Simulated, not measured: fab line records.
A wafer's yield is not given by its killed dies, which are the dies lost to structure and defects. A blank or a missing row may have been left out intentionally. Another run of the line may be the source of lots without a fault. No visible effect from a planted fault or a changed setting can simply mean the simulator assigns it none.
Chamber matching / flow n5-finfet / N5_GATE_CUT_ETCH_58 on rie-diel-04 has 4 sister chambers
The step etches SiNx in CH3F/O2, target depth 17 nm, time 128.6 s. 16 wafers are shown with their chamber, then 8 later ones without.

EACH WAFER AND ITS CHAMBER
wafer=L076.3; chamber=0; drypump-motor-current-A (A)=5.4; showerhead-plenum-p-Torr (Torr)=1.94; oes-product-au (a.u.)=0.81
wafer=L076.4; chamber=2; drypump-motor-current-A (A)=5.3; showerhead-plenum-p-Torr (Torr)=2.06; oes-product-au (a.u.)=0.69
wafer=L076.6; chamber=2; drypump-motor-current-A (A)=5.3; showerhead-plenum-p-Torr (Torr)=2.06; oes-product-au (a.u.)=0.69
wafer=L077.1; chamber=0; drypump-motor-current-A (A)=5.4; showerhead-plenum-p-Torr (Torr)=1.94; oes-product-au (a.u.)=0.81
wafer=L077.3; chamber=1; drypump-motor-current-A (A)=6.5; showerhead-plenum-p-Torr (Torr)=2.03; oes-product-au (a.u.)=0.93
wafer=L077.4; chamber=3; drypump-motor-current-A (A)=5.4; showerhead-plenum-p-Torr (Torr)=2.05; oes-product-au (a.u.)=0.99
wafer=L080.1; chamber=2; drypump-motor-current-A (A)=5.3; showerhead-plenum-p-Torr (Torr)=2.06; oes-product-au (a.u.)=0.68
wafer=L080.2; chamber=3; drypump-motor-current-A (A)=5.4; showerhead-plenum-p-Torr (Torr)=2.04; oes-product-au (a.u.)=0.95
wafer=L080.4; chamber=1; drypump-motor-current-A (A)=6.4; showerhead-plenum-p-Torr (Torr)=2.03; oes-product-au (a.u.)=0.91
wafer=L085.3; chamber=3; drypump-motor-current-A (A)=5.4; showerhead-plenum-p-Torr (Torr)=2.04; oes-product-au (a.u.)=0.94
wafer=L085.5; chamber=2; drypump-motor-current-A (A)=5.2; showerhead-plenum-p-Torr (Torr)=2.05; oes-product-au (a.u.)=0.67
wafer=L085.6; chamber=1; drypump-motor-current-A (A)=6.4; showerhead-plenum-p-Torr (Torr)=2.03; oes-product-au (a.u.)=0.90
wafer=L086.2; chamber=3; drypump-motor-current-A (A)=5.4; showerhead-plenum-p-Torr (Torr)=2.04; oes-product-au (a.u.)=0.93
wafer=L086.3; chamber=0; drypump-motor-current-A (A)=5.4; showerhead-plenum-p-Torr (Torr)=1.93; oes-product-au (a.u.)=0.80
wafer=L086.5; chamber=0; drypump-motor-current-A (A)=5.4; showerhead-plenum-p-Torr (Torr)=1.93; oes-product-au (a.u.)=0.80
wafer=L087.2; chamber=3; drypump-motor-current-A (A)=5.4; showerhead-plenum-p-Torr (Torr)=2.04; oes-product-au (a.u.)=0.92

SIGNATURES, as means of the wafers listed above
reading=drypump-motor-current-A; chamber 0=5.400; chamber 1=6.433; chamber 2=5.275; chamber 3=5.400; scatter within a chamber=0.0344
reading=showerhead-plenum-p-Torr; chamber 0=1.9350; chamber 1=2.0300; chamber 2=2.0575; chamber 3=2.0420; scatter within a chamber=0.00461
reading=oes-product-au; chamber 0=0.8050; chamber 1=0.9133; chamber 2=0.6825; chamber 3=0.9460; scatter within a chamber=0.0177
Rule: a wafer lies at a distance from a chamber equal to the root of the sum of squares, over the readings, of (its reading less the chamber's mean, divided by the reading's scatter). If the next closest chamber is less than 2 further off than the closest, the wafer can't be placed; otherwise it belongs to the closest. The scatter: take each reading less its chamber's mean, square it, sum over the shown wafers, divide by the number of wafers less the number of chambers, and take the root.

WAFERS WHOSE CHAMBER IS MISSING
wafer=L087.3; drypump-motor-current-A (A)=5.4; showerhead-plenum-p-Torr (Torr)=1.93; oes-product-au (a.u.)=0.79
wafer=L087.4; drypump-motor-current-A (A)=5.4; showerhead-plenum-p-Torr (Torr)=2.04; oes-product-au (a.u.)=0.92
wafer=L094.2; drypump-motor-current-A (A)=5.4; showerhead-plenum-p-Torr (Torr)=2.04; oes-product-au (a.u.)=0.88
wafer=L094.4; drypump-motor-current-A (A)=5.2; showerhead-plenum-p-Torr (Torr)=2.05; oes-product-au (a.u.)=0.96
wafer=L094.5; drypump-motor-current-A (A)=5.2; showerhead-plenum-p-Torr (Torr)=2.05; oes-product-au (a.u.)=0.96
wafer=L097.1; drypump-motor-current-A (A)=5.4; showerhead-plenum-p-Torr (Torr)=2.03; oes-product-au (a.u.)=0.88
wafer=L097.3; drypump-motor-current-A (A)=5.4; showerhead-plenum-p-Torr (Torr)=1.92; oes-product-au (a.u.)=0.78
wafer=L097.6; drypump-motor-current-A (A)=5.4; showerhead-plenum-p-Torr (Torr)=1.92; oes-product-au (a.u.)=0.78

CHAMBER TAKEN BY EACH
wafer=L087.3; from the rows above=0; in truth=0
wafer=L087.4; from the rows above=3; in truth=3
wafer=L094.2; from the rows above=3; in truth=3
wafer=L094.4; from the rows above=3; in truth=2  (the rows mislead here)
wafer=L094.5; from the rows above=3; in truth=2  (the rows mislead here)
wafer=L097.1; from the rows above=3; in truth=3
wafer=L097.3; from the rows above=0; in truth=0
wafer=L097.6; from the rows above=0; in truth=0
Correct placement for 6 of the 8. Left unplaced by these rows: 0. Placed wrongly: 2.
